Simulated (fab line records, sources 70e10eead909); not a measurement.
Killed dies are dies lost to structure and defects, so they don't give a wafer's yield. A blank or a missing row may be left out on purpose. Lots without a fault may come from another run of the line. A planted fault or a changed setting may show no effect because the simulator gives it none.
Chamber matching | flow nand_harc | NHARC_A_M0_DESCUM_14 on rie_diel-09: 4 sister chambers
The step chemistry O2, time 3 s. 7 wafers are shown with their chamber, then 7 later ones without.

WAFERS WITH THEIR CHAMBER
wafer  | chamber | drypump_motor_current_A (A) | rf_vpp_V (V)
L079.2 | 0       | 5.6                         | 56.6
L080.6 | 3       | 6.2                         | 59.9
L083.2 | 0       | 5.5                         | 56.4
L083.3 | 2       | 5.6                         | 59.0
L083.4 | 3       | 6.2                         | 58.3
L084.1 | 2       | 5.6                         | 57.6
L084.3 | 1       | 6.0                         | 58.7

WAFERS WITHOUT THEIR CHAMBER
wafer  | drypump_motor_current_A (A) | rf_vpp_V (V)
L084.5 | 6.0                         | 56.9
L092.1 | 6.0                         | 56.8
L092.3 | 5.6                         | 57.4
L092.6 | 6.2                         | 59.3
L095.1 | 6.0                         | 57.9
L095.2 | 5.6                         | 58.7
L095.5 | 5.5                         | 56.1

WHICH CHAMBER EACH WENT THROUGH
wafer  | from the rows above     | in truth
L084.5 | 1                       | 1
L092.1 | 1                       | 1
L092.3 | can't be placed: 2 or 0 | 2
L092.6 | 3                       | 3
L095.1 | 1                       | 1
L095.2 | 2                       | 2
L095.5 | 0                       | 0
Placed correctly: 6 of 7. Can't be placed from these rows: 1 (the true chamber is among the candidates in 1). Placed wrongly: 0.
How it was worked out, from the rows above alone: a wafer's distance from a chamber is the root of the sum, over the readings, of the square of ((its reading less the chamber's mean) divided by the reading's scatter). The wafer belongs to the nearest chamber; if the next one is less than 2 further off, it can't be placed. A chamber's mean is the mean of its shown wafers. The scatter: the root of (the sum of the squares of (reading less its chamber's mean) over the shown wafers, divided by (wafers less chambers)).
